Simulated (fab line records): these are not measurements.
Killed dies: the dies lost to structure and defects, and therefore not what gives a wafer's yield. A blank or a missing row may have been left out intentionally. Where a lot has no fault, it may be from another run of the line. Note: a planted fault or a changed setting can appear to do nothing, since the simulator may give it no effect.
Matching of chambers / flow nand harc / NHARC_P_GATE_DESCUM_93 on rie diel-05: 4 sister chambers
The step chemistry O2, time 3 s. 4 wafers are shown with their chamber, then 9 later ones without.

## EACH WAFER AND ITS CHAMBER
wafer=L087.3; chamber=2; showerhead plenum p Torr (Torr)=2.07
wafer=L091.1; chamber=1; showerhead plenum p Torr (Torr)=1.94
wafer=L091.3; chamber=0; showerhead plenum p Torr (Torr)=2.05
wafer=L091.4; chamber=3; showerhead plenum p Torr (Torr)=2.00

## WAFERS WITHOUT THEIR CHAMBER
wafer=L091.2; showerhead plenum p Torr (Torr)=2.07
wafer=L091.5; showerhead plenum p Torr (Torr)=1.94
wafer=L091.6; showerhead plenum p Torr (Torr)=2.05
wafer=L094.2; showerhead plenum p Torr (Torr)=2.07
wafer=L094.3; showerhead plenum p Torr (Torr)=1.93
wafer=L094.4; showerhead plenum p Torr (Torr)=2.05
wafer=L095.1; showerhead plenum p Torr (Torr)=2.07
wafer=L095.2; showerhead plenum p Torr (Torr)=2.05
wafer=L095.4; showerhead plenum p Torr (Torr)=1.99

## CHAMBER TAKEN BY EACH
wafer=L091.2; from the rows above=2; in truth=2
wafer=L091.5; from the rows above=1; in truth=1
wafer=L091.6; from the rows above=0; in truth=0
wafer=L094.2; from the rows above=2; in truth=2
wafer=L094.3; from the rows above=1; in truth=1
wafer=L094.4; from the rows above=0; in truth=0
wafer=L095.1; from the rows above=2; in truth=2
wafer=L095.2; from the rows above=0; in truth=0
wafer=L095.4; from the rows above=3; in truth=3
Correct placement for 9 of the 9. Can't be placed from these rows: 0. Wrongly placed: 0.
How it was worked out, from the rows above alone: a wafer's distance from a chamber is the root of the sum, over the readings, of the square of ((its reading less the chamber's mean) divided by the reading's scatter). The wafer belongs to the nearest chamber; if the next one is less than 2 further off, it can't be placed. Each chamber's mean is taken over the wafers shown for it. The scatter: with one shown wafer a chamber, the root of the mean of the squares of how far each hidden wafer lies from its nearest shown one.
